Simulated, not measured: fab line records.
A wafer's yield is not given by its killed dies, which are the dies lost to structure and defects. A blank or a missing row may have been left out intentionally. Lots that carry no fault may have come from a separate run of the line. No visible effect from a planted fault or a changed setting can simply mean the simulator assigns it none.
A struck lot beside a sound one ; flow n5_finfet ; 26 out of 1938 route steps
Sound: wafers L456.1, L456.5, L456.6. Struck: wafers L461.1, L461.2, L461.6. The cause comes at the end.
Order at every step that has rows: each side's tool, ch and its chambers, its first start. Under that, the readings that differ: sound wafers ; struck wafers ; difference of the means ; sigmas: that difference in standard deviations of wafers without a fault.
alike: same words and numbers on both sides, and readings whose means sit less than 2 such deviations apart. not compared: any withheld reading, any reading some wafer has no value for, any bound like >300 that may hide the same value, and any number with overlapping values for which the record gives no deviation.
Wherever a step has rows on one side only, a row that says differs or no value, or a row with sigmas, the two part there. Numbers that have no deviation but don't overlap get no sigmas and don't part them. Lack of a reading on every wafer of one side parts them only where that side has two or more wafers.

first, 9 steps without rows for these wafers: N5_MOL_CONTACT_COAG_COAT_77 (time 60 s, resist thk 10 nm); N5_MOL_CONTACT_COAG_COAT_78 (resist thk 40 nm); N5_MOL_CONTACT_COAG_EBR_80; N5_MOL_CONTACT_COAG_SOFTBAKE_79 (time 60 s); N5_MOL_CONTACT_COAG_EXPOSE_81 (exposes mask VG, defocus 0 nm); N5_MOL_CONTACT_COAG_PEB_82 (peb time 60 s); N5_MOL_CONTACT_COAG_DEVELOP_83 (develop time 30 s); N5_MOL_CONTACT_COAG_DESCUM_88 (chemistry O2, time 7 s); N5_MOL_CONTACT_COAG_ETCH_89 (etches underlayer in N2/H2, target depth 13 nm, time 10.4 s).
N5_MOL_CONTACT_COAG_ETCH_90: etches SiARC in CF4, target depth 13 nm, time 21.7 s.
  sound on rie_diel-01 ch 2,3, day 8 04:19; struck on rie_diel-03 ch 2,3, day 9 09:20
  no value came back on the struck wafers for any of 8 readings (bias_w (W), cf4_flow_sccm (sccm) and others); on the sound wafers bias_w (W) reads 35.98 36.28 36.15
reading;sound;struck;difference;sigmas
model.CAR-EUV_of_MOL_CONTACT_COAG_COAT_78.thk_nm (nm);17 17 17;24.8 24.8 24.8;+7.8;
  not compared: rf_hours_counter_h
then, 1 step without rows for these wafers: N5_MOL_CONTACT_COAG_ALD_131 (deposits SiO2, target thk 5 nm, pulse time 1 s, co reactant pulse time 1 s).
N5_MOL_CONTACT_COAG_ETCHBACK_132: etches SiO2 in CHF3, target depth 10 nm, time 6.7 s.
  sound on rie_diel-01 ch 2,3, day 8 04:38; struck on rie_diel-01 ch 0,1,2, day 9 09:36
reading;sound;struck;difference;sigmas
oes_product_au (a.u.);0.74 0.68 0.74;0.31 0.28 0.31;-0.42;-5
model.CAR-EUV_of_MOL_CONTACT_COAG_COAT_78.thk_nm (nm);15.6 15.6 15.6;23.4 23.4 23.4;+7.8;
  alike: drypump_motor_current_A, rf_vpp_V, showerhead_plenum_p_Torr, throttle_valve_pct
  not compared: rf_hours_counter_h
then, 10 steps without rows for these wafers: N5_MOL_CONTACT_COAG_STRIP_92 (strips in N2/H2); N5_MOL_CONTACT_COAG_STRIP_93 (strips in N2/H2); N5_MOL_CONTACT_COAG_ETCHBACK_135 (etches SiO2 in CHF3, target depth 25 nm, time 16.7 s); N5_MOL_CONTACT_COAG_STRIP_118 (strips in CHF3); N5_MOL_CONTACT_COAG_VIA_ETCH_46 (etches SiO2 in C4F6/O2, target depth 46 nm, overetch 9.2 nm, time 40 s); N5_MOL_CONTACT_COAG_STRIP_96 (strips in N2/H2); N5_MOL_CONTACT_COAG_ETCH_47 (etches SiNx in CH3F/O2, stops on W, target depth 27 nm); N5_MOL_CONTACT_COAG_STRIP_119 (strips in N2/H2, time 30 s); N5_MOL_CONTACT_COAG_PRECLEAN_144 (cleans in alkaline clean, time 60 s); N5_MOL_CONTACT_COAG_SRD_145 (time 30 s).
N5_MOL_CONTACT_COAG_CD_MEAS_137: the cd target is 16 nm.
  sound on cd_sem-02, day 8 05:08; struck on cd_sem-03, day 9 10:08
reading;sound;struck;difference;sigmas
cd_nm (nm);15.6 15.7 15.8;- - -;no value on the struck wafers;
then, 1 step without rows for these wafers: N5_MOL_CONTACT_COAG_COAT_62 (time 60 s, resist thk 60 nm).
N5_BEOL_M4_RC_MEAS_101:
  the record has rows for the sound wafers here (prober-02 ch 0, day 13 09:08) and none for the struck ones
-- record jumps: 11 days separate the struck wafers' starts on either side; left off in module BEOL_M4, taken up again in module PASSIVATION, whose first shown step is the route's number 1936 --
N5_PASSIVATION_PROBE_49:
  sound on prober-02, day 18 21:08; struck on prober-01, day 20 17:50
reading;sound;struck;difference;sigmas
defect_limited_yield (%);91.2 90.7 92.9;0 0 0;-92;-57
killed_at_contacts;10 19 18;1101 1083 1087;+1075;+99 or more
killed_dies;104 110 84;1180 1180 1180;+1081;+57
killed_on_rim;16 17 12;152 152 152;+137;+32
sort_bin_5_function (%);4.9 6.1 3.7;96.5 96.4 96.1;+91.4;+91
sort_n_pass;1076 1070 1096;0 0 0;-1081;-54
sort_yield_pct (%);91.2 90.7 92.9;0 0 0;-92;-54
  alike: killed_at_M0_to_M3, killed_at_M4_up, killed_at_front_end, killed_at_other, killed_open, killed_short, sort_bin_6_memory

WHERE THEY PART
At N5_MOL_CONTACT_COAG_ETCH_90 first; at N5_PASSIVATION_PROBE_49 last (within this record only).

WHY: the cause the simulator had injected
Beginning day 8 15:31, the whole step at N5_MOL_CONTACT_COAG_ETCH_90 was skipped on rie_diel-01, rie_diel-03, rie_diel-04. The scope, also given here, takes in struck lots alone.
